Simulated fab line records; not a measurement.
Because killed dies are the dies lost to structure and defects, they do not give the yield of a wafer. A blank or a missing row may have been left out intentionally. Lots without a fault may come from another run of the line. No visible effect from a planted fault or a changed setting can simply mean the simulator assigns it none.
Chamber matching / flow n5-finfet / 4 sister chambers for N5_BEOL_M10_STRIP_19 on rie-diel-06
The step strips in O2. 4 wafers are shown with their chamber, then 8 later ones without.

## WAFERS WITH THEIR CHAMBER
wafer=L086.2; chamber=1; throttle-valve-pct (%)=16.9
wafer=L091.4; chamber=0; throttle-valve-pct (%)=16.8
wafer=L091.5; chamber=3; throttle-valve-pct (%)=16.2
wafer=L093.1; chamber=2; throttle-valve-pct (%)=16.5

## WAFERS WHOSE CHAMBER IS MISSING
wafer=L093.2; throttle-valve-pct (%)=16.3
wafer=L093.3; throttle-valve-pct (%)=16.5
wafer=L093.4; throttle-valve-pct (%)=16.5
wafer=L093.5; throttle-valve-pct (%)=16.5
wafer=L093.6; throttle-valve-pct (%)=16.3
wafer=L095.1; throttle-valve-pct (%)=16.6
wafer=L095.2; throttle-valve-pct (%)=16.6
wafer=L095.3; throttle-valve-pct (%)=16.3

## WHICH CHAMBER EACH ONE RAN IN
wafer=L093.2; from the rows above=can't be placed: 3 or 2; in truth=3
wafer=L093.3; from the rows above=2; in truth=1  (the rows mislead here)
wafer=L093.4; from the rows above=2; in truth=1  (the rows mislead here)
wafer=L093.5; from the rows above=2; in truth=2
wafer=L093.6; from the rows above=can't be placed: 3 or 2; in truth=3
wafer=L095.1; from the rows above=can't be placed: 2 or 0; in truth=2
wafer=L095.2; from the rows above=can't be placed: 2 or 0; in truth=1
wafer=L095.3; from the rows above=can't be placed: 3 or 2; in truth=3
Correct placement for 1 of the 8. These rows do not allow placing 5 (true chamber among the candidates in 4). 2 placed wrongly.
How it was worked out, from the rows above alone: a wafer's distance from a chamber is the root of the sum, over the readings, of the square of ((its reading less the chamber's mean) divided by the reading's scatter). The wafer belongs to the nearest chamber; if the next one is less than 2 further off, it can't be placed. For every chamber, the mean is computed from those of its wafers that are shown. The scatter: root of mean squared gap, hidden wafer to nearest shown wafer, with one shown wafer a chamber.
